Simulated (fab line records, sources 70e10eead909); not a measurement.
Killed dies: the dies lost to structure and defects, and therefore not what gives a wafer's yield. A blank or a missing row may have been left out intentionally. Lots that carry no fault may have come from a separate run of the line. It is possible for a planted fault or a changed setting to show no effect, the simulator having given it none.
Comparing a struck lot with a sound one / flow nandHarc / 14 out of 1159 route steps
Sound: the wafers L505.1, L505.2, L505.6. Struck: wafer L512.3. (L512.5 of the same lot was not struck and is left out.) The cause comes at the end.
Per side, at each step with rows, come the tool, then ch with its chambers, and then its first start. Under that, the readings that differ: sound wafers / struck wafers / difference of the means / sigmas: that difference in standard deviations of wafers without a fault.
alike: words and numbers the same on both sides, and readings whose means are apart by under 2 such deviations; not compared: readings that were withheld, readings missing a value for some wafer, numbers with overlapping values and no deviation given by the record, and bounds like >300 which may hide the same value.
Wherever a step has rows on one side only, a row that says differs or no value, or a row with sigmas, the two part there. Numbers that don't overlap but have no deviation are shown without sigmas and don't part them. A reading that every wafer of one side lacks parts them only if that side has two wafers or more.

first, 9 steps without rows for these wafers: NHARC_A_STAIRCASE_DEHYDRATE_01 (time 120 s); NHARC_A_STAIRCASE_HMDS_02 (time 30 s); NHARC_A_STAIRCASE_COAT_03; NHARC_A_STAIRCASE_SOFTBAKE_04 (time 170 s); NHARC_A_STAIRCASE_EBR_05; NHARC_A_STAIRCASE_EXPOSE_06 (exposes mask STAIR); NHARC_A_STAIRCASE_PEB_07 (peb time 130 s); NHARC_A_STAIRCASE_DEVELOP_08 (time 140 s); NHARC_A_STAIRCASE_HARDBAKE_10 (time 140 s).
NHARC_A_STAIRCASE_DESCUM_11: chemistry O2, time 3 s.
  sound on rieDiel-13 ch 1,2,3, day 11 22:31; struck on rieDiel-13 ch 0, day 14 22:31
  alike: drypumpMotorCurrentA, oesProductAu, rfVppV, showerheadPlenumPTorr, throttleValvePct
  not compared: rfHoursCounterH
NHARC_A_STAIRCASE_TRIM_12: chemistry O2, time 211.2 s.
  sound on rieDiel-13 ch 1,2, day 11 22:37; struck on rieDiel-13 ch 0, day 14 22:37
  alike: drypumpMotorCurrentA, oesProductAu, rfVppV, showerheadPlenumPTorr, throttleValvePct
  not compared: rfHoursCounterH
NHARC_A_STAIRCASE_ETCH_13: etches the open film in C4F8/O2, target depth 100 nm, time 40.5 s.
  sound on rieDiel-13 ch 1,2, day 11 22:47; struck on rieDiel-13 ch 2, day 14 22:46
reading=oesProductAu (a.u.); sound=0.935 0.937 0.936; struck=1.110; difference=+0.174; sigmas=+13
reading=rfVppV (V); sound=887 891 890; struck=906; difference=+17; sigmas=+3
  not compared: rfHoursCounterH
NHARC_A_STAIRCASE_TRIM_14: chemistry O2, time 211.2 s.
  sound: rieDiel-13 ch 0,2,3; struck: rieDiel-13 ch 1
reading=drypumpMotorCurrentA (A); sound=5.6 5.5 5.4; struck=6.3; difference=+0.8; sigmas=+2
  alike: oesProductAu, rfVppV, showerheadPlenumPTorr, throttleValvePct
  not compared: rfHoursCounterH
-- break in the record here, with 8 days between the starts of the struck wafers on either side (left off in module A_STAIRCASE, picked up again in module END, where the first step shown is number 1159 on the route) --
NHARC_END_SORT_01:
  the record has rows for the struck wafers here (prober-02 ch 0, day 23 06:19) and none for the sound ones

## WHERE THEY PART
Last at NHARC_END_SORT_01 as far as this record goes, first at NHARC_A_STAIRCASE_ETCH_13.

WHY: what had been put in by the simulator
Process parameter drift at NHARC_A_STAIRCASE_ETCH_13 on rieDiel-13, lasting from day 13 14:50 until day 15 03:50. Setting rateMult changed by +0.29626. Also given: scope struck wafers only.
